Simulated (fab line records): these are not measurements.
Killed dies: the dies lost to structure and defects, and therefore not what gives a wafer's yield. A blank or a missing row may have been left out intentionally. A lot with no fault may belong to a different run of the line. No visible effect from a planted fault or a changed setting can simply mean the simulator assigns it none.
Struck lot and sound lot, side by side    flow n5-finfet    27 steps out of a route of 1938
Sound: these wafers, L734.1, L734.4, L734.6. Wafers struck: L744.1, L744.3, L744.4. The cause is named last.
At each step with rows: each side's tool, then ch and its chambers, then its first start. Under that, the readings that differ: sound wafers    struck wafers    difference of the means    sigmas: that difference in standard deviations of wafers without a fault.
alike: same words and numbers on both sides, and readings whose means sit less than 2 such deviations apart. not compared: any withheld reading, any reading some wafer has no value for, any bound like >300 that may hide the same value, and any number with overlapping values for which the record gives no deviation.
Wherever a step has rows on one side only, a row that says differs or no value, or a row with sigmas, the two part there. Numbers that don't overlap but have no deviation are shown without sigmas and don't part them. A reading missing from all wafers of one side parts the sides only when that side holds two or more wafers.

first, 8 steps without rows for these wafers: N5_BEOL_M1_CMP_52 (polishes, stops on SiOC, t overpolish 6.8 s, target thk 40 nm); N5_BEOL_M1_PRE_CLEAN_60 (time 15 s); N5_BEOL_M1_CO_CAP_55 (material Co, precursor CCTBA/H2, target thk 2 nm, time 102.1 s); N5_BEOL_M1_PRE_CLEAN_56 (time 15 s); N5_BEOL_M1_DEP_57 (deposits SiCN from 3MS/NH3, target thk 8 nm, time 14 s); N5_BEOL_M2_ILD_DEP_00 (deposits SiOC from DEMS/O2, target thk 79 nm, time 15.3 s); N5_BEOL_M2_PECVD_72 (deposits SiO2 from TEOS/O2, target thk 16 nm, time 18 s); N5_BEOL_M2_HM_DEP_02 (deposits TiN, target thk 20 nm).
N5_BEOL_M2_COAT_61: time 60 s, resist thk 60 nm.
  sound on litho-track-02 ch 0, day 6 07:08; struck on litho-track-02 ch 0, day 8 23:51
reading                                   sound                 struck                difference  sigmas
spin-speed-rpm (rpm)                      1500.6 1500.3 1500.4  1417.9 1417.8 1418.5  -82.4       -82
model.SOC_of_BEOL_M2_COAT_61.thk-nm (nm)  60 60.2 60.4          61.8 61.8 61.8        +1.6        
then, 11 steps without rows for these wafers: N5_BEOL_M2_COAT_62 (time 60 s, resist thk 12 nm); N5_BEOL_M2_COAT_73 (time 60 s, resist thk 5 nm); N5_BEOL_M2_COAT_05 (resist thk 30 nm); N5_BEOL_M2_EBR_07; N5_BEOL_M2_SOFTBAKE_06 (time 60 s); N5_BEOL_M2_EXPOSE_08 (exposes mask M2); N5_BEOL_M2_PEB_09 (peb time 60 s); N5_BEOL_M2_DEVELOP_10 (develop time 30 s); N5_BEOL_M2_DESCUM_16 (chemistry O2, time 7 s); N5_BEOL_M2_ETCH_74 (etches underlayer in N2/H2, target depth 6.5 nm, time 5.2 s); N5_BEOL_M2_ETCH_63 (etches SiARC in CF4, target depth 15.6 nm, time 26 s).
N5_BEOL_M2_ETCH_64: etches SOC in N2/H2, target depth 75 nm, overetch 22.5 nm, time 121.9 s.
  sound on rie-diel-03 ch 0,1,2, day 6 07:37; struck on rie-diel-01 ch 0,2,3, day 9 00:35
reading                   sound              struck             difference  sigmas
model.etch.depth-nm (nm)  60.08 60.18 60.46  61.84 61.83 61.76  +1.57       
  alike: drypump-motor-current-A, oes-product-au, rf-vpp-V, showerhead-plenum-p-Torr, throttle-valve-pct
  not compared: rf-hours-counter-h
then, 3 steps without rows for these wafers: N5_BEOL_M2_STRIP_65 (strips in N2/H2); N5_BEOL_M2_STRIP_75 (strips in N2/H2); N5_BEOL_M2_STRIP_66 (strips in CF4).
N5_BEOL_M2_HM_OPEN_17: chemistry Cl2/BCl3, target TiN, target depth 20 nm, overetch 6 nm.
  sound on rie-metal-01 ch 0,1, day 6 07:47; struck on rie-metal-02 ch 0,1, day 9 00:45
reading                                   sound           struck      difference  sigmas
model.SOC_of_BEOL_M2_COAT_61.thk-nm (nm)  52.2 52.4 52.8  54 54 53.8  +1          
  alike: drypump-motor-current-A, oes-product-au, throttle-valve-pct
  not compared: rf-hours-counter-h
then, 1 step without rows for these wafers: N5_BEOL_M2_STRIP_19 (strips in O2).
N5_BEOL_M4_RC_MEAS_101:
  sound on prober-01 ch 0, day 7 15:19; struck on prober-01 ch 0, day 10 07:11
reading        sound        struck       difference  sigmas
ION_P (uA/um)  452 453 453  475 466 468  +17         +2
  alike: DIBL_N, DIBL_P, IOFF_N, IOFF_P, ION_N, SS_N, SS_P, VT_N, VT_P

WHERE THEY PART
Earliest at N5_BEOL_M2_COAT_61; latest, in this record, at N5_BEOL_M4_RC_MEAS_101.

WHY: the cause the simulator had injected
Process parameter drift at N5_BEOL_M2_COAT_61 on litho-track-02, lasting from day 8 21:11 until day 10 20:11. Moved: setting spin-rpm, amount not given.
